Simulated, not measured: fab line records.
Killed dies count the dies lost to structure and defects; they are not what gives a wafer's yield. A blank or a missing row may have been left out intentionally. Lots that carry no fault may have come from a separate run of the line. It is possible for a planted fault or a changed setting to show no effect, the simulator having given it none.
Chamber matching    flow nand-harc    NHARC_A_BONDPAD_DESCUM_11 on rie-diel-11 has 4 sister chambers
The step chemistry O2, time 3 s. 14 wafers are shown with their chamber, then 7 later ones without.

== WAFERS WITH THEIR CHAMBER ==
wafer   chamber  drypump-motor-current-A (A)  throttle-valve-pct (%)  chamber-pressure-mTorr (mTorr)
L375.2  2        6.0                          11.328                  60.07
L375.5  2        6.0                          11.325                  60.01
L375.6  3        6.3                          11.309                  59.99
L379.1  0        6.3                          11.304                  59.95
L379.2  1        5.9                          11.305                  60.01
L379.5  0        6.3                          11.331                  59.99
L377.1  3        6.2                          11.311                  59.90
L377.4  2        6.0                          11.314                  60.04
L377.6  0        6.2                          11.304                  59.97
L378.4  2        6.0                          11.319                  59.98
L378.5  2        6.1                          11.325                  59.95
L378.6  3        6.3                          11.312                  59.98
L381.1  0        6.2                          11.319                  59.96
L381.4  3        6.3                          11.308                  59.98

SIGNATURES (means of the wafers above)
reading                  chamber 0  chamber 1  chamber 2  chamber 3  scatter within a chamber
drypump-motor-current-A  6.250      5.900      6.020      6.275      0.0505
throttle-valve-pct       11.31450   11.30500   11.32220   11.31000   0.00806
chamber-pressure-mTorr   59.9675    60.0100    60.0100    59.9625    0.0389
Rule: for each reading, subtract the chamber's mean from the wafer's reading, divide by that reading's scatter and square the result; add these up over the readings and take the root, which gives the wafer's distance from the chamber. The wafer belongs to the nearest chamber; if the next one is less than 2 further off, it can't be placed. The scatter: the root of (the sum of the squares of (reading less its chamber's mean) over the shown wafers, divided by (wafers less chambers)).

== WAFERS WITH NO CHAMBER GIVEN ==
wafer   drypump-motor-current-A (A)  throttle-valve-pct (%)  chamber-pressure-mTorr (mTorr)
L381.6  6.3                          11.312                  60.01
L395.2  6.0                          11.316                  60.03
L395.3  5.9                          11.320                  60.02
L395.5  5.9                          11.312                  60.02
L397.1  6.0                          11.296                  59.99
L397.3  6.3                          11.301                  59.97
L397.5  5.9                          11.310                  60.01

== WHICH CHAMBER EACH WENT THROUGH ==
wafer   from the rows above      in truth
L381.6  can't be placed: 3 or 0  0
L395.2  can't be placed: 2 or 1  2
L395.3  can't be placed: 1 or 2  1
L395.5  can't be placed: 1 or 2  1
L397.1  can't be placed: 1 or 2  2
L397.3  can't be placed: 3 or 0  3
L397.5  1                        1
Correct placement for 1 of the 7. From these rows, 6 cannot be placed; in 6 the true chamber is one of the candidates. Number placed wrongly: 0.
